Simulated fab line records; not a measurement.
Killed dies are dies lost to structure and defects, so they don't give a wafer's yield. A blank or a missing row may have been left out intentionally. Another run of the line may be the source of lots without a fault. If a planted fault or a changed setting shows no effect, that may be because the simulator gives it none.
The tool behind it: which one? + flow n5_finfet + 39 wafers from 13 lots sampled at 3 of the route's 1938 steps

== WHAT EACH GAUGE READ, for each wafer ==
No reading from a measuring or inspecting step in the record can be judged against a usual standard deviation.

== EACH LOT AND THE TOOL THAT RAN IT (in order: tool; ch and the chambers of the sampled wafers; start) ==
| lot  | N5_BEOL_M1_SPUTTER_48        | N5_PASSIVATION_PASS_ETCH_74        | N5_PASSIVATION_PROBE_49 |
|------|------------------------------|------------------------------------|-------------------------|
| L972 | pvd_sputter-02, day 7 01:14  | rie_diel-04 ch 1,2, day 13 20:02   | prober-02, day 14 04:22 |
| L970 | pvd_sputter-03, day 7 04:29  | rie_diel-05 ch 0,2,3, day 13 10:32 | -                       |
| L973 | pvd_sputter-02, day 7 10:35  | rie_diel-05 ch 0,1, day 13 22:13   | prober-02, day 14 05:54 |
| L974 | pvd_sputter-01, day 7 11:16  | rie_diel-02 ch 1,2,3, day 14 05:20 | prober-01, day 14 11:45 |
| L975 | pvd_sputter-01, day 7 18:46  | rie_diel-02 ch 0,1,3, day 13 22:11 | -                       |
| L977 | pvd_sputter-02, day 8 10:21  | rie_diel-04 ch 1,2,3, day 14 23:04 | -                       |
| L978 | pvd_sputter-01, day 9 02:44  | rie_diel-02 ch 1,2,3, day 15 14:16 | -                       |
| L981 | pvd_sputter-03, day 9 13:34  | rie_diel-05 ch 1,2,3, day 15 22:20 | prober-01, day 16 05:06 |
| L982 | pvd_sputter-02, day 9 16:38  | rie_diel-02 ch 0,1,3, day 16 03:19 | -                       |
| L983 | pvd_sputter-02, day 10 16:16 | rie_diel-05 ch 0,1,3, day 16 06:38 | -                       |
| L987 | pvd_sputter-02, day 11 03:46 | rie_diel-02 ch 0,1,3, day 17 06:23 | prober-02, day 17 13:26 |
| L990 | pvd_sputter-02, day 11 08:36 | rie_diel-05 ch 0,3, day 17 15:45   | prober-02, day 17 22:46 |
| L992 | pvd_sputter-03, day 11 16:55 | rie_diel-05 ch 1,2,3, day 18 17:47 | -                       |
- N5_BEOL_M1_SPUTTER_48: material Cu, target thk 4.5 nm, time 8.29 s.
- N5_PASSIVATION_PASS_ETCH_74: etches SiNx in CF4/O2, target depth 220 nm, time 110 s.
- N5_PASSIVATION_PROBE_49

== AS READ BY THE TOOLS THEMSELVES (means over the sampled wafers that have a number; for cases with no such wafer, the mark the record gives instead) ==
N5_BEOL_M1_SPUTTER_48. Usual: throttle_valve_pct reads 30.1 % (standard deviation 0.73).
| lot  | tool           | throttle_valve_pct (%) | flag |
|------|----------------|------------------------|------|
| L972 | pvd_sputter-02 | 30.0                   |      |
| L970 | pvd_sputter-03 | 29.8                   |      |
| L973 | pvd_sputter-02 | 29.8                   |      |
| L974 | pvd_sputter-01 | 30.7                   |      |
| L975 | pvd_sputter-01 | 30.6                   |      |
| L977 | pvd_sputter-02 | 29.9                   |      |
| L978 | pvd_sputter-01 | 30.0                   |      |
| L981 | pvd_sputter-03 | 29.7                   |      |
| L982 | pvd_sputter-02 | 29.7                   |      |
| L983 | pvd_sputter-02 | 30.0                   |      |
| L987 | pvd_sputter-02 | 29.9                   |      |
| L990 | pvd_sputter-02 | 30.3                   |      |
| L992 | pvd_sputter-03 | 29.5                   |      |

N5_PASSIVATION_PASS_ETCH_74. Usual: cf4_flow_sccm 99.98 sccm, standard deviation 0.28; drypump_motor_current_A 5.6 A, standard deviation 0.41; oes_product_au 0.82 a.u., standard deviation 0.084; rf_vpp_V 243 V, standard deviation 4.2; showerhead_plenum_p_Torr 2.22 Torr, standard deviation 0.084; throttle_valve_pct 16.04 %, standard deviation 0.2.
| lot  | tool        | cf4_flow_sccm (sccm) | drypump_motor_current_A (A) | oes_product_au (a.u.) | rf_vpp_V (V) | showerhead_plenum_p_Torr (Torr) | throttle_valve_pct (%) | flag |
|------|-------------|----------------------|-----------------------------|-----------------------|--------------|---------------------------------|------------------------|------|
| L972 | rie_diel-04 | 99.95                | 5.8                         | 0.85                  | 246          | 2.27                            | 16.10                  |      |
| L970 | rie_diel-05 | 99.98                | 5.6                         | 0.85                  | 243          | 2.26                            | 15.89                  |      |
| L973 | rie_diel-05 | 99.82                | 6.0                         | 0.76                  | 245          | 2.23                            | 16.11                  |      |
| L974 | rie_diel-02 | 100.18               | 5.5                         | 0.85                  | 244          | 2.21                            | 16.03                  |      |
| L975 | rie_diel-02 | 100.20               | 5.5                         | 0.81                  | 243          | 2.16                            | 16.14                  |      |
| L977 | rie_diel-04 | 99.99                | 5.9                         | 0.83                  | 241          | 2.19                            | 16.10                  |      |
| L978 | rie_diel-02 | 99.84                | 5.6                         | 0.85                  | 244          | 2.20                            | 16.04                  |      |
| L981 | rie_diel-05 | 99.72                | 5.9                         | 0.74                  | 240          | 2.20                            | 16.12                  |      |
| L982 | rie_diel-02 | 99.83                | 5.5                         | 0.79                  | 243          | 2.16                            | 16.18                  |      |
| L983 | rie_diel-05 | 99.85                | 5.9                         | 0.78                  | 245          | 2.27                            | 15.99                  |      |
| L987 | rie_diel-02 | 100.02               | 5.5                         | 0.89                  | 243          | 2.15                            | 16.03                  |      |
| L990 | rie_diel-05 | 99.91                | 5.5                         | 0.86                  | 248          | 2.32                            | 15.83                  |      |
| L992 | rie_diel-05 | 100.11               | 5.9                         | 0.82                  | 240          | 2.19                            | 15.98                  |      |

N5_PASSIVATION_PROBE_49. Usual: defect_limited_yield 91.1 %, standard deviation 1.5; killed_at_M0_to_M3 33, standard deviation 9.9; killed_at_M4_up 14, standard deviation 5.2; killed_at_contacts 12, standard deviation 6.7; killed_at_front_end 43, standard deviation 13; killed_at_other 3.4, standard deviation 2.7; killed_dies 105, standard deviation 17; killed_on_rim 14, standard deviation 4.2; killed_open 69, standard deviation 13; killed_short 33, standard deviation 7.5; sort_bin_5_function 5.2 %, standard deviation 0.91; sort_bin_6_memory 3.3 %, standard deviation 0.71; sort_n_pass 1075, standard deviation 17; sort_yield_pct 91.1 %, standard deviation 1.5.
| lot  | tool      | defect_limited_yield (%) | killed_at_M0_to_M3 | killed_at_M4_up | killed_at_contacts | killed_at_front_end | killed_at_other | killed_dies | killed_on_rim | killed_open | killed_short | sort_bin_5_function (%) | sort_bin_6_memory (%) | sort_n_pass | sort_yield_pct (%) | flag |
|------|-----------|--------------------------|--------------------|-----------------|--------------------|---------------------|-----------------|-------------|---------------|-------------|--------------|-------------------------|-----------------------|-------------|--------------------|------|
| L972 | prober-02 | 91.8                     | 39                 | 12              | 6                  | 40                  | 1.3             | 97          | 14            | 63          | 34           | 5.0                     | 2.9                   | 1083        | 91.8               |      |
| L973 | prober-02 | 92.2                     | 33                 | 9               | 6                  | 43                  | 1.7             | 92          | 12            | 66          | 26           | 4.8                     | 2.8                   | 1088        | 92.2               |      |
| L974 | prober-01 | 91.5                     | 32                 | 19              | 11                 | 34                  | 3.3             | 101         | 13            | 74          | 24           | 4.4                     | 3.9                   | 1079        | 91.5               |      |
| L981 | prober-01 | 91.9                     | 34                 | 19              | 5                  | 35                  | 2.7             | 96          | 11            | 66          | 28           | 4.8                     | 3.0                   | 1084        | 91.9               |      |
| L987 | prober-02 | 87.6                     | 56                 | 12              | 12                 | 65                  | 2.3             | 147         | 21            | 84          | 41           | 7.4                     | 4.4                   | 1033        | 87.6               |      |
| L990 | prober-02 | 89.5                     | 51                 | 19              | 12                 | 39                  | 1.7             | 124         | 19            | 65          | 37           | 6.3                     | 3.5                   | 1056        | 89.5               |      |

== THE ANSWER, worked out from the rows above alone ==
Rule: take the mean of a lot's wafers that have a number; if it is more than 3 standard deviations from the usual mean, the lot is off. Also off: a lot with no number at a reading for which 4 or more lots have one. Any other lot the step has rows for is counted as sound. Order of review: gauges by route order, followed by the tools' own readings, for which a lot's mean as printed above is used. At the first step where some lot is off, the reading lying furthest off is the one used; lots without a number count as furthest.
None of the lots is off at any reading shown; this tells nothing.

== WHAT THE SIMULATOR PUT IN ==
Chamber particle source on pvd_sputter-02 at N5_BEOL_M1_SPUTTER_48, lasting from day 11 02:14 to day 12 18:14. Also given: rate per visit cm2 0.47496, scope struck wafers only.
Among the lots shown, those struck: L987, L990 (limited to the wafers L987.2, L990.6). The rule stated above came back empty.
